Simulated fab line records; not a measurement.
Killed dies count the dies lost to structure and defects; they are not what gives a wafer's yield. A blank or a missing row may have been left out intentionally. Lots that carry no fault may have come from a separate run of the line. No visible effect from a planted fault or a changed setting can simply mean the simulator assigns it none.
Comparing a struck lot with a sound one | flow n5Finfet | 36 steps out of a route of 1938
Sound: the wafers L602.1, L602.4, L602.5. Struck: wafer L611.3; the same lot's L611.1 was not struck, so it is left out; see the end for the cause.
Each step with rows lists, per side, the tool, then ch with its chambers, then its first start. Under that, the readings that differ: sound wafers | struck wafers | difference of the means | sigmas: that difference in standard deviations of wafers without a fault.
alike: words and numbers the same on both sides, and readings whose means are apart by under 2 such deviations; not compared: readings that were withheld, readings missing a value for some wafer, numbers with overlapping values and no deviation given by the record, and bounds like >300 which may hide the same value.
The two part at a step that has a row with sigmas, a row that says differs or no value, or rows on one side only. Non-overlapping numbers with no deviation appear without sigmas and do not part them. A reading missing from all wafers of one side parts the sides only when that side holds two or more wafers.

first, 9 steps without rows for these wafers: N5_BEOL_M4_ANNEAL_95 (time 240 s); N5_BEOL_M4_SPUTTER_96 (material Cu, target thk 4.5 nm, time 8.29 s); N5_BEOL_M4_ECD_50 (material Cu, target thk 300 nm); N5_BEOL_M4_ANNEAL_51 (time 90 s); N5_BEOL_M4_CMP_52 (polishes, stops on SiOC, t overpolish 6.8 s, target thk 40 nm); N5_BEOL_M4_PRE_CLEAN_60 (time 15 s); N5_BEOL_M4_CO_CAP_55 (material Co, precursor CCTBA/H2, target thk 2 nm, time 102.1 s); N5_BEOL_M4_PRE_CLEAN_56 (time 15 s); N5_BEOL_M4_DEP_57 (deposits SiCN from 3MS/NH3, target thk 8 nm, time 14 s).
N5_BEOL_M4_RC_MEAS_101:
  sound on prober-02 ch 0, day 7 23:53; struck on prober-01 ch 0, day 10 22:25
reading       | sound          | struck | difference | sigmas
SS_N (mV/dec) | 70.9 70.6 71.0 | 72.1   | +1.3       | +2
  alike: DIBL_N, DIBL_P, IOFF_N, IOFF_P, ION_N, ION_P, SS_P, VT_N, VT_P
then, 24 steps without rows for these wafers: N5_BEOL_M5_ILD_DEP_00 (deposits SiCOH lowk from DEMS/porogen, target thk 140.64 nm, time 25.9 s); N5_BEOL_M5_CURE_79 (cures SiCOH lowk, time 240 s); N5_BEOL_M5_PECVD_70 (deposits SiO2 from TEOS/O2, target thk 16 nm, time 18 s); N5_BEOL_M5_HM_DEP_02 (deposits TiN, target thk 20 nm); N5_BEOL_M5_COAT_59 (time 60 s, resist thk 60 nm); N5_BEOL_M5_COAT_60 (time 60 s, resist thk 12 nm); N5_BEOL_M5_COAT_71 (time 60 s, resist thk 5 nm); N5_BEOL_M5_COAT_05 (resist thk 30 nm); N5_BEOL_M5_EBR_07; N5_BEOL_M5_SOFTBAKE_06 (time 60 s); N5_BEOL_M5_EXPOSE_08 (exposes mask M5, target cd 28 nm); N5_BEOL_M5_PEB_09 (peb time 60 s); N5_BEOL_M5_DEVELOP_10 (develop time 30 s); N5_BEOL_M5_DESCUM_16 (chemistry O2, time 7 s); N5_BEOL_M5_ETCH_72 (etches underlayer in N2/H2, target depth 6.5 nm, time 5.2 s); N5_BEOL_M5_ETCH_61 (etches SiARC in CF4, target depth 15.6 nm, time 26 s); N5_BEOL_M5_ETCH_62 (etches SOC in N2/H2, target depth 75 nm, overetch 15 nm, time 112.5 s); N5_BEOL_M5_STRIP_63 (strips in N2/H2); N5_BEOL_M5_STRIP_73 (strips in N2/H2); N5_BEOL_M5_STRIP_64 (strips in CF4); N5_BEOL_M5_HM_OPEN_17 (chemistry Cl2/BCl3, target TiN, target depth 20 nm, overetch 6 nm); N5_BEOL_M5_STRIP_19 (strips in O2); N5_BEOL_M5_COAT_65 (time 60 s, resist thk 60 nm); N5_BEOL_M5_COAT_66 (time 60 s, resist thk 12 nm).
-- here the record skips 4 days between the struck wafers' starts before and after, leaving off in module BEOL_M5 and picking up in module MIM_TOP (first step shown: number 1838 of the route) --
N5_MIM_TOP_SPUTTER_03: material TiN, target thk 35 nm, time 89.7 s.
  sound on pvdSputter-02 at day 11 21:23; struck on pvdSputter-02 at day 14 17:25
reading                                    | sound          | struck | difference | sigmas
model.TiN_of_MIM_TOP_SPUTTER_03.thkNm (nm) | 35.8 35.4 35.4 | 46.4   | +10.9      | 
  alike: throttleValvePct
N5_PASSIVATION_PROBE_49:
  sound on prober-01 at day 12 08:35; struck on prober-02 at day 15 04:03
reading                | sound          | struck | difference | sigmas
defectLimitedYield (%) | 92.5 89.4 88.6 | 0      | -90        | -60
killedAtOther          | 8 5 8          | 1082   | +1075      | +99 or more
killedDies             | 88 125 134     | 1180   | +1064      | +63
killedOnRim            | 13 18 20       | 152    | +135       | +38
sortNPass              | 1092 1055 1046 | 0      | -1064      | -63
sortYieldPct (%)       | 92.5 89.4 88.6 | 0      | -90        | -60
  alike: killed_at_M0_to_M3, killed_at_M4_up, killedAtContacts, killedAtFrontEnd, killedOpen, killedShort, sort_bin_5_function, sort_bin_6_memory

== WHERE THEY PART ==
Last at N5_PASSIVATION_PROBE_49 as far as this record goes, first at N5_BEOL_M4_RC_MEAS_101.

WHY: what the simulator had put in
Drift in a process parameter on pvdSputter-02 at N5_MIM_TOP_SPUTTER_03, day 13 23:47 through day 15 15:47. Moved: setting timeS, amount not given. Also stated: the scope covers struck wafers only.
